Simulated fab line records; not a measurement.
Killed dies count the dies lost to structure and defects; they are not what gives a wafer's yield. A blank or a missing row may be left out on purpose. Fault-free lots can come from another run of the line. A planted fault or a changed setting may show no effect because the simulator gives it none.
Matching of chambers -- flow n5_finfet -- N5_BEOL_M0_SAQP_MANDREL_ETCH_20 on rie_si-05 has 4 sister chambers
The step etches a-Si in HBr/Cl2, stops on SiNx, target depth 60 nm, bt time 10 s, time 30 s. 16 wafers are shown with their chamber, then 8 later ones without.

WAFERS, EACH WITH ITS CHAMBER
wafer,chamber,throttle_valve_pct (%),oes_product_au (a.u.),HBr_flow_sccm (sccm)
L076.1,2,35.9,0.761,149.2
L076.3,1,35.5,0.780,149.7
L076.4,0,35.5,0.777,150.0
L085.1,1,35.5,0.773,150.0
L085.3,3,35.9,0.765,149.6
L085.6,1,35.5,0.784,150.2
L086.2,1,35.5,0.780,150.2
L086.4,0,35.5,0.766,149.8
L086.6,0,35.6,0.767,149.3
L087.1,3,35.9,0.775,150.6
L087.3,0,35.6,0.771,149.7
L087.6,1,35.5,0.779,149.9
L088.1,3,35.9,0.782,150.4
L088.5,3,35.9,0.779,149.4
L088.6,2,35.9,0.765,150.3
L093.1,3,35.9,0.771,149.9

SIGNATURES, as means of the wafers listed above
reading,chamber 0,chamber 1,chamber 2,chamber 3,scatter within a chamber
throttle_valve_pct,35.550,35.500,35.900,35.900,0.0289
oes_product_au,0.77025,0.77920,0.76300,0.77440,0.0052
HBr_flow_sccm,149.700,150.000,149.750,149.980,0.418
Rule: a wafer's distance from a chamber is the root of the sum, over the readings, of the square of ((its reading less the chamber's mean) divided by the reading's scatter). If the next closest chamber is less than 2 further off than the closest, the wafer can't be placed; otherwise it belongs to the closest. The scatter: take each reading less its chamber's mean, square it, sum over the shown wafers, divide by the number of wafers less the number of chambers, and take the root.

WAFERS WHOSE CHAMBER IS MISSING
wafer,throttle_valve_pct (%),oes_product_au (a.u.),HBr_flow_sccm (sccm)
L093.2,35.6,0.766,149.3
L093.3,36.0,0.765,149.7
L093.4,35.5,0.776,149.9
L093.5,35.9,0.776,149.8
L093.6,35.5,0.783,150.3
L096.2,35.6,0.760,150.0
L096.3,35.9,0.758,150.6
L096.6,35.5,0.795,149.9

WHICH CHAMBER EACH WENT THROUGH
wafer,from the rows above,in truth
L093.2,0,0
L093.3,can't be placed: 2 or 3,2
L093.4,can't be placed: 1 or 0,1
L093.5,can't be placed: 3 or 2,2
L093.6,1,1
L096.2,0,0
L096.3,can't be placed: 2 or 3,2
L096.6,1,1
Correct placement for 4 of the 8. From these rows, 4 cannot be placed; in 4 the true chamber is one of the candidates. Placed wrongly: 0.
